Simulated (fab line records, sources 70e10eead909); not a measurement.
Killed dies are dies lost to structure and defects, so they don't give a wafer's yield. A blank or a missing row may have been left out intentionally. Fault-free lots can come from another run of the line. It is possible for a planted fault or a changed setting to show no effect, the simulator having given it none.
Matching of chambers	flow nandHarc	NHARC_P_M1_PRE_CLEAN_32 on pecvd-04: 3 sister chambers
The step time 12 s. 6 wafers are shown with their chamber, then 7 later ones without.

WAFERS PAIRED WITH THEIR CHAMBERS
wafer	chamber	heaterPowerW (W)
L083.5	2	524
L083.6	1	665
L084.3	1	672
L084.5	0	521
L089.2	2	589
L089.3	0	520

WAFERS WITHOUT THEIR CHAMBER
wafer	heaterPowerW (W)
L089.5	667
L095.1	717
L095.2	508
L095.5	592
L097.2	568
L097.3	584
L097.6	593

CHAMBER TAKEN BY EACH
wafer	from the rows above	in truth
L089.5	1	1
L095.1	1	1
L095.2	can't be placed: 0 or 2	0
L095.5	can't be placed: 2 or 0 or 1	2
L097.2	can't be placed: 2 or 0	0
L097.3	can't be placed: 2 or 0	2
L097.6	can't be placed: 2 or 0 or 1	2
Correct placement for 2 of the 7. These rows do not allow placing 5 (true chamber among the candidates in 5). Placed wrongly: 0.
How it was worked out, from the rows above alone: a wafer's distance from a chamber is the root of the sum, over the readings, of the square of ((its reading less the chamber's mean) divided by the reading's scatter). The wafer belongs to the nearest chamber; if the next one is less than 2 further off, it can't be placed. Each chamber's mean is taken over the wafers shown for it. The scatter is the square root of a quotient: the sum, over the shown wafers, of each reading's squared deviation from its chamber's mean, divided by wafers minus chambers.
